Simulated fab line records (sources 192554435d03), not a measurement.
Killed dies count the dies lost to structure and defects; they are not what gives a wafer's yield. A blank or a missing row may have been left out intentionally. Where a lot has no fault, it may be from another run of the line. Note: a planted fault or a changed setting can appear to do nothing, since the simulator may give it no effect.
A struck lot beside a sound one + flow n5-finfet + 43 steps out of a route of 1938
Sound: wafers L640.1, L640.2, L640.3. Wafers L650.1, L650.6 were the ones struck. The cause is given at the end.
Per side, at each step with rows, come the tool, then ch with its chambers, and then its first start. Under that, the readings that differ: sound wafers + struck wafers + difference of the means + sigmas: that difference in standard deviations of wafers without a fault.
alike: a reading whose means differ by less than 2 such deviations, as well as words and numbers matching on both sides. not compared: withheld readings; readings where some wafer has no value; bounds like >300 that might hide an equal value; numbers whose values overlap and for which the record gives no deviation.
Wherever a step has rows on one side only, a row that says differs or no value, or a row with sigmas, the two part there. When numbers do not overlap yet have no deviation, they are printed without sigmas and do not part them. A reading that every wafer of one side lacks parts them only if that side has two wafers or more.

N5_PASSIVATION_OVL_MEAS_60:
  sound on overlay-01 ch 0, day 15 05:05; struck on overlay-02 ch 0, day 16 21:17
  alike: TV_OVL
N5_PASSIVATION_INSPECT_61: inspects for defects (macro).
  sound: defect-inspect-02 at day 15 05:06; struck: defect-inspect-01 at day 16 21:19
  alike: raw-defect-count
N5_PASSIVATION_DESCUM_12: chemistry O2, time 7.9 s.
  sound on rie-diel-04 ch 1,2,3, day 15 05:22; struck on rie-diel-05 ch 0,1, day 16 21:21
  alike: drypump-motor-current-A, oes-product-au, rf-vpp-V, showerhead-plenum-p-Torr, throttle-valve-pct
  not compared: rf-hours-counter-h
then, 1 step without rows for these wafers: N5_PASSIVATION_PASS_ETCH_74 (etches SiNx in CF4/O2, target depth 220 nm, time 110 s).
N5_PASSIVATION_VIA_ETCH_13: etches SiO2 in CHF3/O2, target depth 660 nm, time 330 s.
  sound on rie-diel-04 ch 1,2,3, day 15 05:31; struck on rie-diel-05 ch 0,1, day 16 21:31
  alike: drypump-motor-current-A, etch-rf-on-time-s, oes-product-au, rf-vpp-V, showerhead-plenum-p-Torr, throttle-valve-pct
  not compared: rf-hours-counter-h
N5_PASSIVATION_STRIP_14: strips in O2.
  sound on rie-diel-04 ch 1,2,3, day 15 05:43; struck on rie-diel-05 ch 0,1, day 16 21:43
  alike: drypump-motor-current-A, oes-product-au, rf-vpp-V, showerhead-plenum-p-Torr, throttle-valve-pct
  not compared: rf-hours-counter-h
then, 6 steps without rows for these wafers: N5_PASSIVATION_ETCH_15 (etches SiCN in CF4/N2, target depth 75 nm, time 81.2 s); N5_PASSIVATION_STRIP_73 (strips in post etch residue remover, time 60 s); N5_PASSIVATION_SRD_17 (time 30 s, dry time 30 s); N5_PASSIVATION_DEGAS_18 (time 60 s); N5_PASSIVATION_PRE_CLEAN_19; N5_PASSIVATION_SPUTTER_20 (material TaN, target thk 50 nm).
N5_PASSIVATION_AL_DEP_21: deposits Al, target thk 2800 nm, time 170 s.
  sound: pvd-sputter-01 at day 15 06:10; struck: pvd-sputter-03 at day 16 22:42
| reading                                       | sound                | struck    | difference                    | sigmas |
|-----------------------------------------------|----------------------|-----------|-------------------------------|--------|
| susceptor-temp-C (C)                          | 400.12 400.24 399.90 | - -       | no value on the struck wafers |        |
| model.Al_of_PASSIVATION_AL_DEP_21.thk-nm (nm) | 2835 2815 2852       | 1870 1851 | -974                          |        |
  alike: throttle-valve-pct
then, 8 steps without rows for these wafers: N5_PASSIVATION_HMDS_23 (time 60 s); N5_PASSIVATION_COAT_24; N5_PASSIVATION_EBR_26; N5_PASSIVATION_SOFTBAKE_25 (time 90 s); N5_PASSIVATION_EXPOSE_27 (exposes mask PAD, defocus 0 nm); N5_PASSIVATION_PEB_28; N5_PASSIVATION_DEVELOP_29 (develop time 60 s); N5_PASSIVATION_HARDBAKE_31 (time 120 s).
N5_PASSIVATION_CD_MEAS_30: the cd target is 4000 nm.
  sound on cd-sem-02 ch 0, day 15 06:38; struck on cd-sem-02 ch 0, day 16 23:17
  alike: cd-nm
N5_PASSIVATION_OVL_MEAS_63:
  sound on overlay-02 ch 0, day 15 06:40; struck on overlay-02 ch 0, day 16 23:20
  alike: PAD_OVL
N5_PASSIVATION_INSPECT_64: inspects for defects (macro).
  sound: defect-inspect-01 at day 15 06:41; struck: defect-inspect-01 at day 16 23:22
  alike: raw-defect-count
N5_PASSIVATION_DESCUM_32: chemistry O2, time 7.9 s.
  sound on rie-diel-06 ch 0,1,2, day 15 07:35; struck on rie-diel-03 ch 0, day 16 23:34
  alike: drypump-motor-current-A, oes-product-au, rf-vpp-V, showerhead-plenum-p-Torr, throttle-valve-pct
  not compared: rf-hours-counter-h
N5_PASSIVATION_AL_ETCH_33: etches Al in Cl2/BCl3, stops on TaN, target depth 2800 nm, time 466.7 s.
  sound on rie-metal-02 ch 0,1, day 15 07:40; struck on rie-metal-01 ch 0,1, day 16 23:39
| reading                | sound             | struck      | difference | sigmas |
|------------------------|-------------------|-------------|------------|--------|
| oes-product-au (a.u.)  | 0.87 0.68 0.68    | 0.46 0.60   | -0.21      | -3     |
| throttle-valve-pct (%) | 33.74 34.37 34.35 | 34.84 35.28 | +0.91      | +4     |
  alike: drypump-motor-current-A, he-backside-leak-sccm, mfc-cl2-sccm
  not compared: rf-hours-counter-h
then, 6 steps without rows for these wafers: N5_PASSIVATION_ETCH_59 (etches TaN in Cl2/BCl3, target depth 65 nm, time 34.9 s); N5_PASSIVATION_STRIP_34 (strips in O2); N5_PASSIVATION_STRIP_51 (strips in post etch residue remover, time 1200 s); N5_PASSIVATION_CLEAN_69 (cleans in IPA, time 180 s); N5_PASSIVATION_SRD_70 (time 30 s); N5_PASSIVATION_PECVD_53 (deposits SiO2 from TEOS/O2, target thk 800 nm, time 169.4 s).
N5_PASSIVATION_PECVD_35: deposits SiNx from SiH4/NH3/N2, target thk 700 nm, time 151.3 s.
  sound on pecvd-03 ch 0,1,2, day 15 08:54; struck on pecvd-01 ch 0,1, day 17 01:15
  alike: heater-power-outer-w, heater-power-w, showerhead-plenum-p-Torr, susceptor-temp-C, throttle-valve-pct
then, 8 steps without rows for these wafers: N5_PASSIVATION_HMDS_37 (time 60 s); N5_PASSIVATION_COAT_38; N5_PASSIVATION_EBR_40; N5_PASSIVATION_SOFTBAKE_39 (time 120 s); N5_PASSIVATION_EXPOSE_41 (exposes mask PASS OPEN, defocus 0 nm, target cd 40000 nm); N5_PASSIVATION_PEB_42; N5_PASSIVATION_DEVELOP_43 (develop time 60 s); N5_PASSIVATION_HARDBAKE_45 (time 120 s).
N5_PASSIVATION_CD_MEAS_44: the cd target is 40000 nm.
  sound on cd-sem-01 ch 0, day 15 09:20; struck on cd-sem-03 ch 0, day 17 01:49
  alike: cd-nm
N5_PASSIVATION_STRIP_52: strips in post etch residue remover, time 1200 s.
  sound on wet-bench-06 ch 2,4,5, day 15 10:15; struck on wet-bench-01 ch 1,5, day 17 02:46
| reading                                       | sound          | struck    | difference | sigmas |
|-----------------------------------------------|----------------|-----------|------------|--------|
| model.Al_of_PASSIVATION_AL_DEP_21.thk-nm (nm) | 2819 2800 2837 | 1854 1836 | -974       |        |

## WHERE THEY PART
Earliest at N5_PASSIVATION_AL_DEP_21; latest, in this record, at N5_PASSIVATION_AL_ETCH_33. Later steps at which nothing parts them and some readings are alike: N5_PASSIVATION_PECVD_35, N5_PASSIVATION_CD_MEAS_44.

WHY: the cause the simulator had injected
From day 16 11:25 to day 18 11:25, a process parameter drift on pvd-sputter-03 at N5_PASSIVATION_AL_DEP_21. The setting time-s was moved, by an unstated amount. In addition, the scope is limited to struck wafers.
